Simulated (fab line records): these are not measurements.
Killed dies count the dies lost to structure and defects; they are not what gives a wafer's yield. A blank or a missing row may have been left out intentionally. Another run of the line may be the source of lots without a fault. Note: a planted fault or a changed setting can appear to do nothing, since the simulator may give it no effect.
Struck lot and sound lot, side by side    flow n5-finfet    39 steps out of a route of 1938
Sound: wafers L971.2, L971.3, L971.6. The struck wafers were L974.1, L974.2, L974.3. The cause is given at the end.
At each step with rows: each side's tool, then ch and its chambers, then its first start. Under that, the readings that differ: sound wafers    struck wafers    difference of the means    sigmas: that difference in standard deviations of wafers without a fault.
alike: words and numbers the same on both sides, and readings whose means are apart by under 2 such deviations; not compared: readings that were withheld, readings missing a value for some wafer, numbers with overlapping values and no deviation given by the record, and bounds like >300 which may hide the same value.
Wherever a step has rows on one side only, a row that says differs or no value, or a row with sigmas, the two part there. Non-overlapping numbers with no deviation appear without sigmas and do not part them. A reading that every wafer of one side lacks parts them only if that side has two wafers or more.

first, 11 steps without rows for these wafers: N5_FIN_SAQP_STRIP_74 (strips in CHF3/O2); N5_FIN_SAQP_MANDREL_ETCH_22 (etches a-Si in HBr/Cl2, stops on SiNx, target depth 60 nm, bt time 10 s, time 30 s); N5_FIN_SAQP_STRIP_55 (strips in N2/H2); N5_FIN_SAQP_STRIP_23 (strips in SPM, time 750 s); N5_FIN_SAQP_SRD_66 (time 30 s); N5_FIN_SAQP_RECESS_75 (chemistry HF/NH3, target SiO2, target depth 14.4 nm, afs cycles 3, sublimation time 60 s); N5_FIN_SAQP_SPACER1_ALD_24 (deposits SiO2, target thk 20.3 nm, pulse time 1 s, purge time 2 s); N5_FIN_SAQP_SPACER1_ETCHBACK_25 (etches SiO2 in CHF3/O2, target depth 24.4 nm, time 12.2 s); N5_FIN_SAQP_MANDREL1_REMOVE_56 (chemistry HBr/Cl2/O2, target a-Si, stops on SiNx, bt time 10 s); N5_FIN_SAQP_ETCH_57 (etches SiNx in CH3F/O2, target depth 32.5 nm, time 46.4 s); N5_FIN_SAQP_ETCH_65 (etches SiO2 in CF4, target depth 4 nm, time 4.4 s).
N5_FIN_SAQP_MANDREL_ETCH_58: etches a-Si in HBr/Cl2, stops on SiNx, target depth 45 nm, bt time 10 s, time 27 s.
  sound on rie-si-06 ch 0,1, day 4 12:04; struck on rie-si-05 ch 0,1,2, day 5 07:10
reading                                       sound              struck          difference  sigmas
rf-fwd-power-W (W)                            795 800 797        991 986 991     +192        +53
model.SiNx_of_FIN_SAQP_HM_DEP_03.thk-nm (nm)  37.86 37.74 38.16  36.6 36.4 36.8  -1.3        
  alike: drypump-motor-current-A, oes-product-au, throttle-valve-pct
  not compared: rf-hours-counter-h
then, 9 steps without rows for these wafers: N5_FIN_SAQP_RECESS_63 (chemistry HF/NH3, target SiO2, target depth 18 nm, afs cycles 3, sublimation time 60 s); N5_FIN_SAQP_COAT_68 (time 60 s, resist thk 100 nm); N5_FIN_SAQP_ETCH_69 (etches SOC in N2/H2, stops on SiNx, target depth 150 nm); N5_FIN_SAQP_ETCH_67 (etches SiNx in CH3F/O2, target depth 30 nm); N5_FIN_SAQP_STRIP_70 (strips in N2/H2); N5_FIN_SAQP_RECESS_71 (chemistry HF/NH3, target SiO2, target depth 3 nm, afs cycles 1, sublimation time 60 s); N5_FIN_SAQP_SPACER2_ALD_28 (deposits SiO2, target thk 8.1 nm, pulse time 1 s, purge time 2 s); N5_FIN_SAQP_SPACER2_ETCHBACK_29 (etches SiO2 in CHF3/O2, target depth 12.2 nm, time 6.1 s); N5_FIN_SAQP_MANDREL2_REMOVE_60 (chemistry HBr/Cl2/O2, target a-Si, stops on SiNx, bt time 10 s).
N5_FIN_SAQP_HM_OPEN_33: chemistry CH3F/O2, target SiNx, target depth 49.4 nm, time 70.6 s.
  sound on rie-diel-02 ch 2,3, day 4 13:29; struck on rie-diel-05 ch 0,2,3, day 5 08:51
reading                   sound              struck           difference  sigmas
model.etch.depth-nm (nm)  37.23 37.11 37.53  35.96 35.8 36.2  -1.30       
  alike: drypump-motor-current-A, etch-rf-on-time-s, oes_o_777_au, oes-product-au, rf-fwd-power-W, rf-vpp-V, showerhead-plenum-p-Torr, throttle-valve-pct
  not compared: rf-hours-counter-h
then, 14 steps without rows for these wafers: N5_FIN_SAQP_ETCH_34 (etches SiO2 in C4F6/O2, target depth 45 nm, time 15 s); N5_FIN_SAQP_STRIP_77 (strips in N2/H2, time 90 s); N5_FIN_SAQP_ETCH_64 (etches SiO2 in CF4, target depth 1.5 nm); N5_FIN_SAQP_FIN_ETCH_36 (etches the open film in HBr/Cl2/O2, target depth 120 nm, time 50.4 s); N5_FIN_SAQP_PRECLEAN_38 (cleans in O3/DIW, time 45 s); N5_FIN_SAQP_PRECLEAN_45 (cleans in dHF, time 10 s); N5_FIN_SAQP_SRD_39 (time 30 s); N5_FIN_CUT_COAT_18 (time 60 s, resist thk 230 nm); N5_FIN_CUT_COAT_19 (time 60 s, resist thk 20 nm); N5_FIN_CUT_COAT_29 (time 60 s, resist thk 10 nm); N5_FIN_CUT_COAT_02 (resist thk 30 nm); N5_FIN_CUT_EBR_04; N5_FIN_CUT_SOFTBAKE_03 (time 60 s); N5_FIN_CUT_EXPOSE_05 (exposes mask FIN CUT).
N5_STI_FIN_REVEAL_RECESS_09: chemistry HF/NH3, target SiO2, afs cycles 11, target depth 42.5 nm, sublimation time 60 s.
  sound on vapor-etch-02 ch 0,1, day 4 22:32; struck on vapor-etch-01 ch 0,1, day 5 17:55
reading                                       sound           struck        difference  sigmas
model.SiNx_of_FIN_SAQP_HM_DEP_03.thk-nm (nm)  18.2 17.8 18.6  16.6 16.8 17  -1.4        
  alike: drypump-motor-current-A
-- the record jumps here: 7 days lie between the struck wafers' starts before and after (it left off in module STI_FIN_REVEAL and takes up again in module BEOL_M4, whose first step shown is number 1111 of the route) --
N5_BEOL_M4_RC_MEAS_101:
  sound on prober-02 ch 0, day 11 17:26; struck on prober-01 ch 0, day 12 07:55
  alike: DIBL_N, DIBL_P, IOFF_N, IOFF_P, ION_N, ION_P, SS_N, SS_P, VT_N, VT_P
N5_PASSIVATION_PROBE_49:
  sound wafers here have rows in the record (prober-01, day 17 05:39); struck ones have none

WHERE THEY PART
First at N5_FIN_SAQP_MANDREL_ETCH_58; last, within this record, at N5_PASSIVATION_PROBE_49.

WHY: what had been put in by the simulator
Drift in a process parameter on rie-si-05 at N5_FIN_SAQP_MANDREL_ETCH_58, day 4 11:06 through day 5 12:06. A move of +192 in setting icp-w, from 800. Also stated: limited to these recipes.
